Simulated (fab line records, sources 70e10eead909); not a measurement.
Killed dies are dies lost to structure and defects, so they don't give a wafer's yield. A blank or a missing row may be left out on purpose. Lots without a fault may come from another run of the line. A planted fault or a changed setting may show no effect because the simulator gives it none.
Which tool did it? | flow nand_harc | 12 lots, 36 wafers sampled, at 6 steps of a route of 1302

WHAT THE GAUGES READ, wafer by wafer
NHARC_P_STI_OCD_MEAS_17. Usual: trench_depth_nm 300.7 nm, standard deviation 2.4; trench_foot_cd_nm 157.2 nm, standard deviation 1.6.
lot  | measured     | on     | trench_depth_nm (nm) | trench_foot_cd_nm (nm) | flag
L954 | day 2 21:04  | ocd-01 | 299.1 303.2 302.3    | 157.0 157.5 156.8      |
L955 | day 3 08:52  | ocd-02 | 301.6 298.8 300.9    | 155.2 155.5 155.0      |
L957 | day 4 02:25  | ocd-01 | 303.8 304.3 303.6    | 156.5 158.2 155.6      |
L959 | day 4 22:19  | ocd-02 | 295.8 299.7 299.9    | 156.5 154.4 154.2      |
L960 | day 5 08:07  | ocd-02 | 300.3 301.0 304.2    | 157.8 156.5 158.7      |
L961 | day 5 17:55  | ocd-02 | 301.8 303.7 302.4    | 158.8 158.5 157.6      |
L963 | day 6 15:56  | ocd-01 | 298.7 299.2 305.4    | 157.8 156.9 156.1      |
L965 | day 7 13:15  | ocd-01 | 299.1 301.2 305.1    | 156.5 158.1 157.1      |
L973 | day 10 19:15 | ocd-02 | 296.2 298.3 298.2    | 156.6 157.1 156.6      |
L974 | day 11 05:17 | ocd-01 | 302.8 298.2 302.7    | 156.3 159.0 156.6      |
L975 | day 11 15:11 | ocd-02 | 299.0 302.4 299.9    | 158.3 158.3 161.7      |
L977 | day 12 11:13 | ocd-01 | 300.6 298.6 297.8    | 154.3 156.0 157.4      |

NHARC_P_GATE_CD_MEAS_46: target cd 720 nm. Usual: cd_nm 720.5 nm, standard deviation 1.2.
lot  | measured     | on        | cd_nm (nm)        | flag
L954 | day 5 17:46  | cd_sem-01 | 720.7 719.4 719.9 |
L955 | day 5 21:25  | cd_sem-01 | 722.4 722.8 721.6 |
L957 | day 6 22:19  | cd_sem-02 | 721.1 718.8 718.5 |
L959 | day 7 17:37  | cd_sem-03 | 721.6 721.7 721.0 |
L960 | day 8 01:39  | cd_sem-03 | 721.7 720.9 720.7 |
L961 | day 8 17:49  | cd_sem-02 | 720.9 719.5 721.1 |
L963 | day 9 07:46  | cd_sem-01 | 691.6 689.5 689.4 | OFF
L965 | day 10 04:13 | cd_sem-03 | 718.1 719.3 719.7 |
L973 | day 13 15:24 | cd_sem-03 | 720.5 719.7 718.6 |
L974 | day 13 19:57 | cd_sem-01 | 721.5 721.1 722.0 |
L975 | day 14 04:10 | cd_sem-01 | 721.6 720.5 722.2 |
L977 | day 14 23:33 | cd_sem-02 | 721.5 721.2 720.3 |

NHARC_END_SORT_01. Usual: killed_at_array 53, standard deviation 21; killed_at_other 1.0, standard deviation 1.3; killed_at_periphery 3.8, standard deviation 2.4; killed_dies 58, standard deviation 21; killed_open 3.4, standard deviation 1.9; killed_short 2.4, standard deviation 1.5.
lot  | measured     | on        | killed_at_array | killed_at_other | killed_at_periphery | killed_dies | killed_open | killed_short | flag
L965 | day 29 19:32 | prober-01 | 24 24 21        | 1 0 0           | 4 4 5               | 29 28 26    | 8 7 5       | 3 3 1        |

WHICH TOOL RAN EACH LOT (tool, then ch and the chambers of the sampled wafers, then the start)
lot  | NHARC_P_GATE_HM_DEP_102       | NHARC_P_GATE_EXPOSE_43            | NHARC_P_GATE_DESCUM_48
L954 | acl_dep-01 ch 0, day 5 04:31  | krf_scanner-02 ch 0, day 5 17:37  | rie_diel-01 ch 0,3, day 5 17:55
L955 | acl_dep-02 ch 0, day 5 08:10  | krf_scanner-03 ch 0, day 5 21:16  | rie_diel-11 ch 0,1,2, day 5 21:35
L957 | acl_dep-02 ch 0, day 6 06:59  | krf_scanner-02 ch 0, day 6 22:09  | rie_diel-11 ch 1,3, day 6 22:28
L959 | acl_dep-03 ch 0, day 7 04:22  | krf_scanner-04 ch 0, day 7 17:28  | rie_diel-11 ch 0,1,2, day 7 17:47
L960 | acl_dep-03 ch 0, day 7 12:40  | krf_scanner-04 ch 0, day 8 01:29  | rie_diel-01 ch 0,2,3, day 8 01:49
L961 | acl_dep-01 ch 0, day 8 04:35  | krf_scanner-03 ch 0, day 8 17:40  | rie_diel-11 ch 0,3, day 8 17:59
L963 | acl_dep-01 ch 0, day 8 18:29  | krf_scanner-03 ch 0, day 9 07:37  | rie_diel-01 ch 1,2,3, day 9 07:58
L965 | acl_dep-03 ch 0, day 9 14:58  | krf_scanner-03 ch 0, day 10 04:03 | rie_diel-03 ch 0,2, day 10 04:23
L973 | acl_dep-01 ch 0, day 13 02:11 | krf_scanner-03 ch 0, day 13 15:14 | rie_diel-11 ch 0,2,3, day 13 15:34
L974 | acl_dep-03 ch 0, day 13 06:32 | krf_scanner-02 ch 0, day 13 19:47 | rie_diel-11 ch 1,2,3, day 13 20:07
L975 | acl_dep-01 ch 0, day 13 15:05 | krf_scanner-02 ch 0, day 14 04:00 | rie_diel-01 ch 0,1,2, day 14 04:20
L977 | acl_dep-03 ch 0, day 14 10:20 | krf_scanner-02 ch 0, day 14 23:23 | rie_diel-03 ch 0,1,3, day 14 23:44
- NHARC_P_GATE_HM_DEP_102: deposits aC, target thk 120 nm.
- NHARC_P_GATE_EXPOSE_43: exposes mask P NSD, target cd 720 nm.
- NHARC_P_GATE_DESCUM_48: chemistry O2, time 3 s.

WHAT THE TOOLS THEMSELVES READ (means of the sampled wafers that have a number; where no wafer has one, the mark that the record gives instead)
NHARC_P_GATE_HM_DEP_102. Usual: throttle_valve_pct 34.999 %, standard deviation 0.009.
lot  | tool       | throttle_valve_pct (%) | flag
L954 | acl_dep-01 | 35.004                 |
L955 | acl_dep-02 | 35.010                 |
L957 | acl_dep-02 | 35.001                 |
L959 | acl_dep-03 | 34.995                 |
L960 | acl_dep-03 | 34.995                 |
L961 | acl_dep-01 | 35.002                 |
L963 | acl_dep-01 | 34.996                 |
L965 | acl_dep-03 | 35.002                 |
L973 | acl_dep-01 | 35.003                 |
L974 | acl_dep-03 | 35.000                 |
L975 | acl_dep-01 | 35.003                 |
L977 | acl_dep-03 | 34.999                 |

NHARC_P_GATE_DESCUM_48. Usual: drypump_motor_current_A 5.6 A, standard deviation 0.34; oes_product_au 0.998 a.u., standard deviation 0.0071; rf_vpp_V 57.8 V, standard deviation 0.97; showerhead_plenum_p_Torr 1.91 Torr, standard deviation 0.078; throttle_valve_pct 11.311 %, standard deviation 0.0096.
lot  | tool        | drypump_motor_current_A (A) | oes_product_au (a.u.) | rf_vpp_V (V) | showerhead_plenum_p_Torr (Torr) | throttle_valve_pct (%) | flag
L954 | rie_diel-01 | 5.2                         | 1.000                 | 59.0         | 2.04                            | 11.306                 |
L955 | rie_diel-11 | 5.9                         | 0.997                 | 57.0         | 1.89                            | 11.315                 |
L957 | rie_diel-11 | 5.6                         | 0.998                 | 57.7         | 1.87                            | 11.311                 |
L959 | rie_diel-11 | 5.9                         | 0.999                 | 57.4         | 1.89                            | 11.313                 |
L960 | rie_diel-01 | 5.4                         | 0.999                 | 58.4         | 1.99                            | 11.309                 |
L961 | rie_diel-11 | 5.7                         | 1.003                 | 58.0         | 1.90                            | 11.310                 |
L963 | rie_diel-01 | 5.6                         | 0.994                 | 57.8         | 1.98                            | 11.298                 |
L965 | rie_diel-03 | 5.3                         | 0.997                 | 55.4         | 1.84                            | 11.297                 |
L973 | rie_diel-11 | 5.7                         | 1.006                 | 57.5         | 1.87                            | 11.313                 |
L974 | rie_diel-11 | 5.7                         | 1.003                 | 57.6         | 1.86                            | 11.313                 |
L975 | rie_diel-01 | 5.3                         | 0.994                 | 57.6         | 1.98                            | 11.313                 |
L977 | rie_diel-03 | 5.5                         | 1.000                 | 57.8         | 1.88                            | 11.310                 |

THE ANSWER, worked out from the rows above alone
Rule: a lot is off if the mean of its wafers that have a number lies more than 3 standard deviations from the usual mean. A lot without any number at a reading at which 4 lots or more have one is off too. The other lots that the step has rows for count as sound. The gauges are gone through in route order, then the tools' own readings, and for those a lot's mean is taken as printed above. The first step at which some lot is off is used, and at that step the reading that is off furthest; a lot without a number counts as furthest.
Off: L963, at NHARC_P_GATE_CD_MEAS_46 (cd_nm).
A tool fits if, at a process step before that reading, it ran every lot that is off, and no sound lot after the first of them. The gauges at NHARC_P_GATE_CD_MEAS_46 are tried like those tools. None of those tried fits.

WHAT THE SIMULATOR HAD PUT IN
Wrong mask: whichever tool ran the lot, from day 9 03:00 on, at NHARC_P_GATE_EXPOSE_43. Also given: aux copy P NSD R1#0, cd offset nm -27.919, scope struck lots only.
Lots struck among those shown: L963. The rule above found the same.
